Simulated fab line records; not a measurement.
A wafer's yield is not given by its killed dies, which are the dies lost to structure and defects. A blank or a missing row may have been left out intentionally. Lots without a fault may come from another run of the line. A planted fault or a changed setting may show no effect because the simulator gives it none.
Chamber matching    flow nand harc    NHARC_A_BLC_CMP_25 on cmp-01 has 4 sister chambers
The step polishes, t overpolish 30 s, target thk 150 nm. 4 wafers are shown with their chamber, then 8 later ones without.

## WAFERS PAIRED WITH THEIR CHAMBERS
wafer   chamber  motor current A (A)
L086.6  2        10.7
L089.2  1        9.9
L089.4  0        10.7
L090.1  3        10.4

## WAFERS MISSING THEIR CHAMBER
wafer   motor current A (A)
L090.2  10.9
L090.3  10.0
L094.1  10.9
L094.2  11.0
L094.4  10.5
L096.2  10.2
L096.4  11.1
L096.6  10.3

## WHICH CHAMBER EACH WENT THROUGH
wafer   from the rows above                in truth
L090.2  can't be placed: 0 or 2 or 3       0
L090.3  can't be placed: 1 or 3            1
L094.1  can't be placed: 0 or 2 or 3       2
L094.2  can't be placed: 0 or 2 or 3       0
L094.4  can't be placed: 3 or 0 or 2       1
L096.2  can't be placed: 3 or 1 or 0 or 2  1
L096.4  can't be placed: 0 or 2 or 3       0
L096.6  can't be placed: 3 or 0 or 2 or 1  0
0 of 8 placed correctly. Can't be placed from these rows: 8 (the true chamber is among the candidates in 7). Placed wrongly: 0.
How it was worked out, from the rows above alone: a wafer's distance from a chamber is the root of the sum, over the readings, of the square of ((its reading less the chamber's mean) divided by the reading's scatter). The wafer belongs to the nearest chamber; if the next one is less than 2 further off, it can't be placed. The mean given for a chamber averages the wafers shown for that chamber. The scatter: root of mean squared gap, hidden wafer to nearest shown wafer, with one shown wafer a chamber.
